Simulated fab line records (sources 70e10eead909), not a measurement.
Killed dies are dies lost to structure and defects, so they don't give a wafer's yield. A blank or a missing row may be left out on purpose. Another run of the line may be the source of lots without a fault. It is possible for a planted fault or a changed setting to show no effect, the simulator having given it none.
Comparing a struck lot with a sound one    flow nand-harc    14 steps out of a route of 1302
Sound: wafers L420.3, L420.4, L420.6. Struck: wafer L424.5 (L424.1, L424.2, from the same lot, were not struck and are left out); the cause is given at the end.
Order at every step that has rows: each side's tool, ch and its chambers, its first start. Under that, the readings that differ: sound wafers    struck wafers    difference of the means    sigmas: that difference in standard deviations of wafers without a fault.
alike: readings with means less than 2 such deviations apart, plus words and numbers identical on both sides. not compared: withheld readings, readings lacking a value on some wafer, bounds such as >300 that could conceal the same value, and numbers that have no deviation in the record and whose values overlap.
The two part at a step that has a row with sigmas, a row that says differs or no value, or rows on one side only. Numbers that don't overlap but have no deviation are shown without sigmas and don't part them. A reading missing from all wafers of one side parts the sides only when that side holds two or more wafers.

first, 1 step without rows for these wafers: NHARC_A_ONON_D1_DEP_09 (target thk 1000 nm).
NHARC_A_ONON_D1_THK_MEAS_11: measures by ellipsometry.
  sound: film-metro-01 at day 11 04:17; struck: film-metro-01 at day 12 19:34
  alike: thk-nm
next comes 1 step that has no rows for these wafers: NHARC_A_ONON_D1_DEP_12 (target thickness 1000 nm).
NHARC_A_ONON_D1_THK_MEAS_14: measures by ellipsometry.
  sound: film-metro-02 at day 11 04:51; struck: film-metro-01 at day 12 20:07
  alike: thk-nm
then, 2 steps without rows for these wafers: NHARC_A_ONON_D1_ANNEAL_15 (time 3600 s); NHARC_A_ONON_D1_DEP_16 (target thk 1000 nm).
NHARC_A_ONON_D1_THK_MEAS_18: measures by ellipsometry.
  sound: film-metro-01 at day 11 12:38; struck: film-metro-01 at day 13 06:17
  alike: thk-nm
next comes 1 step that has no rows for these wafers: NHARC_A_ONON_D1_DEP_19 (target thickness 1000 nm).
NHARC_A_ONON_D1_THK_MEAS_21: measures by ellipsometry.
  sound: film-metro-02 at day 11 13:12; struck: film-metro-01 at day 13 06:50
  alike: thk-nm
next comes 1 step that has no rows for these wafers: NHARC_A_ONON_D1_DEP_22 (target thickness 1000 nm).
NHARC_A_ONON_D1_THK_MEAS_24: measures by ellipsometry.
  sound: film-metro-01 at day 11 13:46; struck: film-metro-02 at day 13 07:25
reading      sound        struck  difference  sigmas
thk-nm (nm)  998 999 998  1025    +27         +2
NHARC_A_ONON_D1_DEP_25: target thk 1000 nm.
  sound on pecvd-onon-02 ch 0, day 11 13:56; struck on pecvd-onon-02 ch 0, day 13 07:28
  alike: n2o-flow-sccm
NHARC_A_ONON_D1_THK_MEAS_27: measures by ellipsometry.
  sound: film-metro-01 at day 11 14:20; struck: film-metro-02 at day 13 08:09
reading      sound        struck  difference  sigmas
thk-nm (nm)  994 993 994  482     -512        -66
  not compared: hold
-- jump in the record: it breaks off in module A_ONON_D1 and resumes in module END (first step shown: number 1302 of the route), and 16 days separate the struck wafers' starts before and after --
NHARC_END_SORT_01:
  sound on prober-02 ch 0, day 28 10:37; struck on prober-02 ch 0, day 29 18:55
reading          sound     struck                    difference                    sigmas
hold             - - -     await-dispo/2.5h/release  no value on the sound wafers  
killed-at-array  21 38 31  671                       +641                          +32
killed-dies      23 39 33  677                       +645                          +32
  alike: killed-at-other, killed-at-periphery, killed-open, killed-short

== WHERE THEY PART ==
First at NHARC_A_ONON_D1_THK_MEAS_24; last, within this record, at NHARC_END_SORT_01.

WHY: whatever the simulator had introduced
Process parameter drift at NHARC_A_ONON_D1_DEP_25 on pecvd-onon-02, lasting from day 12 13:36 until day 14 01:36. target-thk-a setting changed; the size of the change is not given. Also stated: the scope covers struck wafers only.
